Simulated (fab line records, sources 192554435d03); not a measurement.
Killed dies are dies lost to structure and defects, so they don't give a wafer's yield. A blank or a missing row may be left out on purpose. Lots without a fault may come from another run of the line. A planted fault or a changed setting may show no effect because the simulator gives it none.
Tool commonality check | flow n5_finfet | 10 lots, 29 wafers sampled

WHY IT WAS OPENED
At N5_FIN_SAQP_INSPECT_40 the reading raw_defect_count is flagged on 2 of 10 lots. Wafers without a fault read 254, standard deviation 72.
Rule: a lot is flagged when every wafer of it that has a number lies more than 4 standard deviations from that mean, or none has a number. The other lots count as sound.

lot  | measured    | on                | raw_defect_count, wafer by wafer | flag
L918 | day 2 03:52 | defect_inspect-02 | 276 360 309                      |
L919 | day 2 15:40 | defect_inspect-01 | 239 360 401                      |
L921 | day 2 21:40 | defect_inspect-02 | 184 313 163                      |
L924 | day 3 14:10 | defect_inspect-01 | 409 310 237                      |
L925 | day 3 21:26 | defect_inspect-01 | 219 285 221                      |
L927 | day 4 07:55 | defect_inspect-01 | 259 250                          |
L928 | day 4 17:30 | defect_inspect-01 | 202 188 179                      |
L935 | day 6 08:51 | defect_inspect-01 | 781 735 867                      | FLAGGED
L936 | day 6 14:10 | defect_inspect-01 | 639 612 643                      | FLAGGED
L938 | day 7 04:32 | defect_inspect-02 | 267 425 213                      |
The numbers of the flagged lots are 713 on average: +459 against the usual, or +6 standard deviations.

WHICH TOOL RAN EACH LOT
The record holds 3 process steps before the reading, out of a route of 1938 steps. In each cell: the tool, then ch and the chambers that the sampled wafers went through, then the start.
lot  | flag    | N5_FIN_SAQP_SPACER2_ETCHBACK_29   | N5_FIN_SAQP_HM_OPEN_33            | N5_FIN_SAQP_FIN_ETCH_36
L918 |         | rie_diel-01 ch 2,3, day 2 02:59   | rie_diel-06 ch 1,3, day 2 03:19   | rie_si-04 ch 1,2, day 2 03:36
L919 |         | rie_diel-06 ch 1,2, day 2 14:49   | rie_diel-01 ch 1,3, day 2 15:07   | rie_si-04 ch 0,1,2, day 2 15:25
L921 |         | rie_diel-01 ch 0,2,3, day 2 20:50 | rie_diel-06 ch 0,1,2, day 2 21:08 | rie_si-01 ch 1,2,3, day 2 21:25
L924 |         | rie_diel-06 ch 0,1, day 3 13:14   | rie_diel-03 ch 0,1,2, day 3 13:37 | rie_si-05 ch 0,2,3, day 3 13:55
L925 |         | rie_diel-01 ch 0,3, day 3 20:37   | rie_diel-06 ch 0,2, day 3 20:54   | rie_si-05 ch 0,1,2, day 3 21:11
L927 |         | rie_diel-06 ch 0,3, day 4 07:07   | rie_diel-01 ch 0,1, day 4 07:22   | rie_si-05 ch 1,2, day 4 07:40
L928 |         | rie_diel-03 ch 0,1, day 4 16:38   | rie_diel-03 ch 0,2,3, day 4 16:58 | rie_si-01 ch 1,2, day 4 17:15
L935 | FLAGGED | rie_diel-03 ch 0,2,3, day 6 08:02 | rie_diel-06 ch 0,1,2, day 6 08:19 | rie_si-01 ch 0,2, day 6 08:36
L936 | FLAGGED | rie_diel-01 ch 0,3, day 6 13:16   | rie_diel-06 ch 0,2, day 6 13:38   | rie_si-05 ch 0,2,3, day 6 13:55
L938 |         | rie_diel-03 ch 0,2,3, day 7 03:23 | rie_diel-03 ch 1,2, day 7 03:59   | rie_si-04 ch 1,2,3, day 7 04:17
What these steps do:
- N5_FIN_SAQP_SPACER2_ETCHBACK_29: etches SiO2 in CHF3/O2, target depth 12.2 nm, time 6.1 s.
- N5_FIN_SAQP_HM_OPEN_33: chemistry CH3F/O2, target SiNx, target depth 49.4 nm, time 70.6 s.
- N5_FIN_SAQP_FIN_ETCH_36: etches the open film in HBr/Cl2/O2, target depth 120 nm, time 50.4 s.
- N5_FIN_SAQP_INSPECT_40: inspects for defects (brightfield).

FLAGGED OVER TOTAL, TOOL BY TOOL (the gauges that took the reading come last)
step                            | tool              | lots run | flagged | share of the flagged lots | sound lots run after its first flagged lot
N5_FIN_SAQP_SPACER2_ETCHBACK_29 | rie_diel-01       | 4        | 1       | some                      | 0
N5_FIN_SAQP_SPACER2_ETCHBACK_29 | rie_diel-03       | 3        | 1       | some                      | 1 (L938)
N5_FIN_SAQP_SPACER2_ETCHBACK_29 | rie_diel-06       | 3        | 0       | none                      | -
N5_FIN_SAQP_HM_OPEN_33          | rie_diel-01       | 2        | 0       | none                      | -
N5_FIN_SAQP_HM_OPEN_33          | rie_diel-03       | 3        | 0       | none                      | -
N5_FIN_SAQP_HM_OPEN_33          | rie_diel-06       | 5        | 2       | all                       | 0
N5_FIN_SAQP_FIN_ETCH_36         | rie_si-01         | 3        | 1       | some                      | 0
N5_FIN_SAQP_FIN_ETCH_36         | rie_si-04         | 3        | 0       | none                      | -
N5_FIN_SAQP_FIN_ETCH_36         | rie_si-05         | 4        | 1       | some                      | 0
N5_FIN_SAQP_INSPECT_40          | defect_inspect-01 | 7        | 2       | all                       | 0
N5_FIN_SAQP_INSPECT_40          | defect_inspect-02 | 3        | 0       | none                      | -

WHAT THE TABLE ALLOWS
2 rows of the table ran every flagged lot: rie_diel-06 at N5_FIN_SAQP_HM_OPEN_33, defect_inspect-01 at N5_FIN_SAQP_INSPECT_40.
- rie_diel-06 at N5_FIN_SAQP_HM_OPEN_33: 2 of its 5 lots flagged. Its last sound lot is L925 (day 3 20:54), its first flagged lot L935 (day 6 08:19): a fault that began between those two fits.
- defect_inspect-01 at N5_FIN_SAQP_INSPECT_40: 2 of its 7 lots flagged. Its last sound lot is L928 (day 4 17:30), its first flagged lot L935 (day 6 08:51): a fault that began between those two fits.
Counting lots can't tell these 2 tools apart, because each fits a fault that began at some hour. More lots, or a look at what each step does to the wafer, might.

WHAT THE SIMULATOR HAD PUT IN
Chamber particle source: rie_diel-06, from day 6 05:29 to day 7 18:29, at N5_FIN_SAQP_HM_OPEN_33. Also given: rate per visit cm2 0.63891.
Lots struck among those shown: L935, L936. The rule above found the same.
